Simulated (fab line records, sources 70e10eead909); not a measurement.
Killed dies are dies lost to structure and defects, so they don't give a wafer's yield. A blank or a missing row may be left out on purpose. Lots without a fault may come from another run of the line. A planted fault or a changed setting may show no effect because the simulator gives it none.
fab line records | flow nand_harc
record lots=13 wafers=39 last_day=24
route steps=1159 shown A_CONTACT@947 THIN_TSV@1127 END@1159
lots that met no fault: from a run of the same line without faults
start_h: hours from the record's first day to the start of the lot's first wafer shown | wait_h: hours since the lot's step before | " the same as in the row above | L1.1+2: a row that stands for several wafers | - no value, or no start given | * or withheld: withheld | < > ~ a bound
route shown NAME@n: a module of which the file shows steps, and the number in the route of the first | usual: mean/standard deviation of fault-free wafers | same: alike in all rows | chamber/n: place in a boat | sites: the reading at each site | _std_site: their standard deviation | _edge_site: outer sites' mean less inner sites' | radius_mm: how far each site lies from the wafer's centre | mask NAME#n: copy n | behind: the tool/chamber that last shaped the wafer | hold: why the lot was held/for how many hours/how that ended | device: the transistor (n, p or np) that didn't switch | end of line: the same wafers' tests at the end of the route | a step without rows: its recipe alone | killed: dies lost to structure and defects at the first sort, not the wafer's yield | map: a wafer's dies, x killed, . not, _ none there
set.NAME: the setting as run; set.NAME@STEP: as run at that earlier step | model.NAME: the simulator's own value behind a step, which no gauge read
steps of the route over a sample of lots; a table a step, a row a wafer
services: from which hour (start_h, from the record's first day; less than 0 if before it) a tool's chamber was out of use, for how many hours, and why
## steps
# step NHARC_A_CONTACT_ETCH_138
# recipe source_w=withheld pressure_mtorr=20 bias_v=3000 time_s=132 target_depth_a=12890 ar_flow_sccm=withheld c4f8_flow_sccm=withheld o2_flow_sccm=withheld chemistry=C4F8/O2/Ar
# usual chamber_pressure_mTorr=19.998/0.018
# same time_s=132
# columns lot.wafer tool chamber start_h wait_h chamber_pressure_mTorr rf_hours_counter_h
L384.2 har_cap_etch-02 1 390.06 0.1 20.014 12
L384.1 " 0 " " 19.994 12
L384.5 " 0 " " 19.999 -
L385.1 har_cap_etch-03 1 394.47 0.1 20.002 86
L385.4 " 0 " " 19.982 -
L385.6 " 0 " " 19.971 -
L387.1 har_cap_etch-02 0 402.20 0.1 19.971 14
L387.2 " 1 " " 20.016 14
L387.3 " 1 " " 19.984 -
L390.1 har_cap_etch-03 0 427.06 0.1 20.009 92
L390.2 " 1 " " 20.015 92
L390.6 " 0 " " 20.009 -
L391.1 har_cap_etch-02 0 436.52 0.1 19.982 19
L391.6 " 0 " " 19.985 -
L391.5 " 1 " " 19.983 -
L393.3 har_cap_etch-03 0 440.77 0.1 19.982 -
L393.6 " 0 " " 20.013 -
L393.5 " 1 " " 20.009 -
L395.2 har_cap_etch-02 0 450.53 0.1 19.983 21
L395.1 " 1 " " 20.004 21
L395.4 " 1 " " 19.988 -
L396.2 har_cap_etch-03 0 451.43 0.1 19.998 97
L396.1 " 1 " " 20.002 97
L396.4 " 0 " " 20.020 -
L394.1 har_cap_etch-03 1 462.94 0.1 19.998 99
L394.3 " 0 " " 19.997 -
L394.5 " 1 " " 19.998 -
L397.1 har_cap_etch-01 1 466.25 0.1 19.966 74
L397.4 " 0 " " 20.008 -
L397.3 " 1 " " 20.015 -
L401.1 har_cap_etch-03 0 494.52 0.1 19.976 102
L401.4 " 0 " " 19.974 -
L401.5 " 0 " " 20.017 -
L404.1 har_cap_etch-01 0 512.59 0.1 20.017 84
L404.2 " 1 " " 20.001 84
L404.3 " 1 " " 19.994 -
L406.1 har_cap_etch-01 1 522.84 0.1 20.043 86
L406.4 " 1 " " 19.987 -
L406.5 " 1 " " 20.047 -
# step NHARC_THIN_TSV_DEGAS_49
# recipe temp_c=300 time_s=120
# usual heater_power_w=477/60
# same time_s=120
# columns lot.wafer tool chamber start_h wait_h heater_power_w
L384.2 pvd_sputter-01 - 428.05 0.2 447
L384.1 " - " " 431
L384.5 " - " " 444
L385.4 pvd_sputter-02 - 432.46 0.1 525
L385.1 " - " " 611
L385.6 " - " " 530
L387.2 pvd_sputter-01 - 444.99 0.1 450
L387.3 " - " " 523
L387.1 " - " " 422
L390.1 pvd_sputter-01 - 465.68 0.2 420
L390.2 " - " " 431
L390.6 " - " " 418
L391.1 pvd_sputter-01 - 475.51 0.2 429
L391.5 " - " " 515
L391.6 " - " " 426
L393.3 pvd_sputter-01 - 476.42 0.1 433
L393.6 " - " " 437
L393.5 " - " " 461
L395.2 pvd_sputter-01 - 492.77 0.1 457
L395.4 " - " " 514
L395.1 " - " " 426
L396.1 pvd_sputter-03 - 494.11 0.1 380
L396.4 " - " " 498
L396.2 " - " " 460
L394.3 pvd_sputter-02 - 509.90 0.1 513
L394.1 " - " " 503
L394.5 " - " " 542
L397.4 pvd_sputter-03 - 511.41 0.1 452
L397.1 " - " " 373
L397.3 " - " " 434
L401.1 pvd_sputter-01 - 537.53 0.1 418
L401.4 " - " " 455
L401.5 " - " " 416
L404.2 pvd_sputter-02 - 548.82 0.1 526
L404.1 " - " " 470
L404.3 " - " " 440
L406.4 pvd_sputter-03 - 564.58 0.1 444
L406.1 " - " " 371
L406.5 " - " " 435
# step NHARC_THIN_TSV_ETCH_36
# recipe target_depth_a=650 over_etch_frac=0.3 time_s=18.571 ion_energy_ev=150 chemistry=Cl2/BCl3
# usual chamber_pressure_mTorr=9.998/0.016 drypump_motor_current_A=6.0/0.57 oes_product_au=1.002/0.0081
# same time_s=18.571
# columns lot.wafer tool chamber start_h wait_h chamber_pressure_mTorr drypump_motor_current_A oes_product_au rf_hours_counter_h
L384.2 rie_metal-01 0 431.75 0.2 10.005 5.3 1.001 2.2
L384.1 " 1 " " 10.005 6.8 0.996 3.2
L384.5 " 1 " " 10.001 6.8 1.002 -
L385.1 rie_metal-01 0 436.06 0.2 9.995 5.2 1.000 2.4
L385.4 " 0 " " 10.003 5.3 1.009 -
L385.6 " 0 " " 9.982 5.2 0.993 -
L387.2 rie_metal-03 0 448.75 0.2 9.994 6.1 1.011 5.5
L387.1 " 1 " " 9.989 6.7 0.997 4.6
L387.3 " 1 " " 9.999 6.7 1.008 -
L390.2 rie_metal-01 1 469.38 0.2 10.005 6.8 1.004 4.5
L390.1 " 0 " " 9.988 5.3 0.997 3.5
L390.6 " 0 " " 9.980 5.2 1.001 -
L391.1 rie_metal-03 0 479.06 0.2 10.000 6.1 1.014 0.8
L391.6 " 0 " " 9.995 6.1 1.012 -
L391.5 " 1 " " 10.001 6.7 1.001 -
L393.3 rie_metal-01 0 480.32 0.2 10.005 5.3 1.000 -
L393.6 " 1 " " 9.996 6.8 0.999 -
L393.5 " 0 " " 10.004 5.2 0.993 -
L395.1 rie_metal-02 1 496.48 0.2 9.999 5.8 0.987 2.6
L395.2 " 0 " " 9.995 5.6 0.998 3.2
L395.4 " 1 " " 10.002 5.8 0.993 -
L396.1 rie_metal-02 1 497.68 0.2 10.007 5.8 0.993 2.8
L396.2 " 0 " " 9.987 5.6 0.994 3.4
L396.4 " 0 " " 9.984 5.6 0.993 -
L394.1 rie_metal-02 0 513.61 0.2 9.998 5.6 0.994 3.7
L394.3 " 0 " " 10.010 5.6 1.002 -
L394.5 " 0 " " 10.002 5.6 1.000 -
L397.1 rie_metal-03 1 515.09 0.2 9.997 6.7 1.003 1.6
L397.3 " 1 " " 9.992 6.7 1.016 -
L397.4 " 0 " " 9.998 6.1 1.013 -
L401.1 rie_metal-01 0 541.20 0.2 9.997 5.2 0.987 0.7
L401.4 " 1 " " 10.007 6.8 1.008 -
L401.5 " 1 " " 10.007 6.8 1.015 -
L404.1 rie_metal-03 0 552.50 0.2 9.993 6.1 1.011 2.8
L404.2 " 1 " " 9.997 6.7 0.993 2.8
L404.3 " 0 " " 10.008 6.1 1.008 -
L406.1 rie_metal-03 1 568.26 0.2 9.989 6.7 1.003 3.5
L406.4 " 0 " " 10.003 6.1 1.020 -
L406.5 " 1 " " 9.837 6.8 1.012 -
# step NHARC_THIN_TSV_STRIP_56
# recipe power_w=1500 temp_c=250 chemistry=O2
# usual drypump_motor_current_A=5.8/0.44 heater_power_w=308/27
# columns lot.wafer tool chamber start_h wait_h drypump_motor_current_A heater_power_w rf_hours_counter_h
L384.2 plasma_asher-01 1 432.17 0.4 5.1 304 50
L384.1 " 0 " " 6.2 276 50
L384.5 " 0 " " 6.3 283 -
L385.1 plasma_asher-01 1 436.31 0.2 5.1 298 52
L385.4 " 0 " " 6.3 283 -
L385.6 " 1 " " 5.1 304 -
L387.2 plasma_asher-02 1 448.85 0.1 6.1 357 30
L387.1 " 0 " " 5.8 302 30
L387.3 " 0 " " 5.8 294 -
L390.2 plasma_asher-02 1 469.48 0.1 6.1 359 37
L390.1 " 0 " " 5.7 291 37
L390.6 " 1 " " 6.1 353 -
L391.1 plasma_asher-02 0 479.21 0.1 5.8 286 41
L391.5 " 1 " " 6.1 350 -
L391.6 " 0 " " 5.8 300 -
L393.3 plasma_asher-01 0 480.50 0.2 6.2 285 -
L393.6 " 0 " " 6.2 292 -
L393.5 " 1 " " 5.2 298 -
L395.1 plasma_asher-02 1 496.59 0.1 6.1 360 46
L395.2 " 0 " " 5.8 307 46
L395.4 " 0 " " 5.8 294 -
L396.1 plasma_asher-02 0 497.78 0.1 5.8 294 47
L396.2 " 1 " " 6.1 360 47
L396.4 " 0 " " 5.8 298 -
L394.1 plasma_asher-02 0 513.76 0.1 5.8 300 52
L394.3 " 1 " " 6.1 369 -
L394.5 " 1 " " 6.1 348 -
L397.1 plasma_asher-01 0 515.19 0.1 6.3 289 18
L397.3 " 0 " " 6.3 298 -
L397.4 " 1 " " 5.1 299 -
L401.1 plasma_asher-01 0 541.63 0.4 6.2 284 25
L401.4 " 0 " " 6.2 283 -
L401.5 " 1 " " 5.2 296 -
L404.1 plasma_asher-01 1 552.61 0.1 5.1 290 32
L404.2 " 0 " " 6.2 289 32
L404.3 " 0 " " 6.3 291 -
L406.1 plasma_asher-01 1 568.36 0.1 5.2 290 38
L406.4 " 0 " " 6.2 288 -
L406.5 " 0 " " 6.2 293 -
# step NHARC_END_SORT_01
# recipe temp_c=25
# usual killed_at_array=26/9.6 killed_at_other=0.7/0.92 killed_at_periphery=3.8/2.7 killed_dies=31/10 killed_open=3.3/1.7 killed_short=1.8/1.3
# same gross_dies=677
# columns lot.wafer tool chamber start_h wait_h killed_at_array killed_at_other killed_at_periphery killed_dies killed_open killed_short
L396.1 prober-01 0 505.73 2.5 13 0 1 14 0 1
L396.2 prober-01 0 506.53 2.8 16 0 3 19 6 1
L396.4 prober-01 0 508.12 3.4 17 0 2 19 4 3
L394.1 prober-01 0 522.05 2.5 38 0 1 39 4 1
L394.3 prober-01 0 523.64 3.1 42 1 5 48 3 2
L394.5 prober-01 0 525.24 3.7 36 0 3 39 3 1
L397.1 prober-02 0 522.05 2.5 18 0 1 19 5 0
L397.3 prober-02 0 523.67 3.1 24 0 1 25 4 0
L397.4 prober-02 0 524.49 3.5 25 1 4 30 8 1
L401.1 prober-02 0 552.43 2.5 56 2 5 63 5 2
L401.4 prober-02 0 554.80 3.4 56 0 7 63 2 3
L401.5 prober-02 0 555.59 3.7 52 0 5 57 3 1
# killed by level:class
L396.1 A_CONTACT:chamber_film_flake=6 A_ZERO_WELL:chamber_film_flake=2 A_CHANNEL_HOLE_D1:chamber_film_flake=2 A_STAIRCASE:chamber_film_flake=2 A_SOURCE_PLATE:geometric_particle:short=1 P_GATE:chamber_film_flake=1
L396.2 A_CONTACT:chamber_film_flake=4 P_M0:chamber_film_flake=3 A_CHANNEL_HOLE_D1:chamber_film_flake=3 A_CHANNEL_FILL_D1:geometric_particle:open=2 A_CHANNEL_FILL_D1:geometric_particle:short=1 A_SGD_CUT:geometric_particle:open=1 A_WL_FILL:geometric_particle:open=1 A_CONTACT:geometric_particle:open=1
L396.4 A_CONTACT:chamber_film_flake=7 P_M0:geometric_particle:open=1 A_CHANNEL_FILL_D1:geometric_particle:open=1 A_CHANNEL_FILL_D1:geometric_particle:short=1 A_SGD_CUT:geometric_particle:open=1 A_SGD_CUT:geometric_particle:short=1 A_WL_FILL:geometric_particle:short=1 A_CONTACT:geometric_particle:open=1
L394.1 A_CHANNEL_HOLE_D1:chamber_film_flake=14 A_SGD_CUT:chamber_film_flake=10 A_SLIT:chamber_film_flake=4 A_CONTACT:chamber_film_flake=4 A_CONTACT:geometric_particle:open=2 P_M1:geometric_particle:open=1 A_WL_FILL:geometric_particle:short=1 A_BLC:geometric_particle:open=1
L397.1 A_CHANNEL_HOLE_D1:chamber_film_flake=6 A_CONTACT:geometric_particle:open=4 A_CONTACT:chamber_film_flake=3 A_STAIRCASE:chamber_film_flake=2 A_CHANNEL_FILL_D1:geometric_particle:open=1 P_ZERO_WELL:chamber_film_flake=1 A_SLIT:chamber_film_flake=1 A_BONDPAD:chamber_film_flake=1
L394.3 A_CHANNEL_HOLE_D1:chamber_film_flake=22 A_SLIT:chamber_film_flake=7 A_STAIRCASE:chamber_film_flake=3 A_SGD_CUT:chamber_film_flake=3 A_CONTACT:geometric_particle:open=2 P_M1:chamber_film_flake=2 A_CHANNEL_FILL_D1:chamber_film_flake=2 A_CONTACT:chamber_film_flake=2
L397.3 A_CHANNEL_HOLE_D1:chamber_film_flake=5 A_CONTACT:chamber_film_flake=5 A_CHANNEL_FILL_D1:chamber_film_flake=4 A_CONTACT:geometric_particle:open=2 A_M0:geometric_particle:open=2 A_ZERO_WELL:chamber_film_flake=2 A_SLIT:chamber_film_flake=2 P_CONTACT:chamber_film_flake=1
L397.4 A_CHANNEL_HOLE_D1:chamber_film_flake=9 A_STAIRCASE:chamber_film_flake=3 A_WL_FILL:chamber_film_flake=3 P_CONTACT:geometric_particle:open=2 A_CHANNEL_FILL_D1:chamber_film_flake=2 A_CONTACT:chamber_film_flake=2 P_GATE:geometric_particle:open=1 P_M0:geometric_particle:open=1
L394.5 A_CHANNEL_HOLE_D1:chamber_film_flake=14 A_SLIT:chamber_film_flake=8 A_SGD_CUT:chamber_film_flake=5 A_CONTACT:chamber_film_flake=3 A_CHANNEL_FILL_D1:chamber_film_flake=2 P_M0:geometric_particle:open=1 P_M2:geometric_particle:open=1 A_CHANNEL_FILL_D1:geometric_particle:short=1
L401.1 A_CONTACT:unspecified=38 A_CHANNEL_HOLE_D1:chamber_film_flake=6 A_SLIT:chamber_film_flake=6 P_M0:geometric_particle:open=2 A_CHANNEL_FILL_D1:chamber_film_flake=2 THIN_TSV:chamber_film_flake=2 P_M1:geometric_particle:open=1 P_M2:geometric_particle:open=1
L401.4 A_CONTACT:unspecified=39 A_SLIT:chamber_film_flake=10 P_M0:chamber_film_flake=3 A_CONTACT:chamber_film_flake=2 P_CONTACT:geometric_particle:open=1 P_CONTACT:geometric_particle:short=1 P_M0:geometric_particle:short=1 A_SOURCE_PLATE:geometric_particle:open=1
L401.5 A_CONTACT:unspecified=35 A_SLIT:chamber_film_flake=10 P_ZERO_WELL:chamber_film_flake=2 A_ZERO_WELL:chamber_film_flake=2 A_CONTACT:chamber_film_flake=2 P_GATE:geometric_particle:open=1 P_CONTACT:geometric_particle:short=1 P_CONTACT:geometric_particle:open=1
## services
# columns tool chamber start_h hours kind
rie_metal-03 1 386.02 10.0 repair
rie_metal-02 - 388.00 9.0 pm
rie_metal-01 0 390.16 14.6 repair
pvd_sputter-02 - 392.04 10.0 pm
pvd_sputter-03 - 407.97 4.2 repair
har_cap_etch-03 - 408.22 0.1 repair
pvd_sputter-01 - 415.92 9.9 repair
plasma_asher-01 - 424.20 7.4 repair
pvd_sputter-03 - 431.22 2.3 repair
rie_metal-02 - 446.26 0.2 repair
rie_metal-03 - 453.00 9.0 pm
plasma_asher-01 - 453.69 9.0 pm
plasma_asher-01 0 453.69 9.0 vent_cycle
plasma_asher-01 1 453.69 9.0 vent_cycle
rie_metal-02 1 454.08 13.8 repair
pvd_sputter-03 - 458.00 10.0 pm
plasma_asher-01 0 462.69 - clean
rie_metal-01 - 471.91 1.6 repair
rie_metal-01 - 509.00 9.0 pm
pvd_sputter-01 - 514.04 10.0 pm
plasma_asher-02 - 537.13 9.0 pm
har_cap_etch-03 - 545.00 17.0 pm
pvd_sputter-02 - 553.28 11.5 repair
rie_metal-02 - 565.00 9.0 pm
## key
first_sign step=NHARC_END_SORT_01 reading=killed_dies direction=up sigmas=3 usual=31 struck=61
effect step=NHARC_END_SORT_01 reading=killed_at_array direction=up sigmas=2.9 usual=26 struck=55
more_kills_born_at NHARC_A_CONTACT_ETCH_138@har_cap_etch-03=107
met_at NHARC_A_CONTACT_ETCH_138
struck_lots L401
struck_wafers L401.1,L401.4,L401.5
tester_left_out L401
not_acting_at NHARC_THIN_TSV_DEGAS_49,NHARC_THIN_TSV_ETCH_36,NHARC_THIN_TSV_STRIP_56
onset_between 462.94 494.52
fault kind=chamber_particle_source tool=har_cap_etch-03 chamber=0 onset_h=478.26 steps=NHARC_A_CONTACT_ETCH_138 rate_per_visit_cm2=1.3374 end_h=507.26
# tester_left_out: of these lots the tester's yield and bins aren't shown, on N5 and GAA mostly nor the transistor test; their killed dies are dies lost to structure and defects alone, not to doping, threshold or leakage, so they don't give the yield
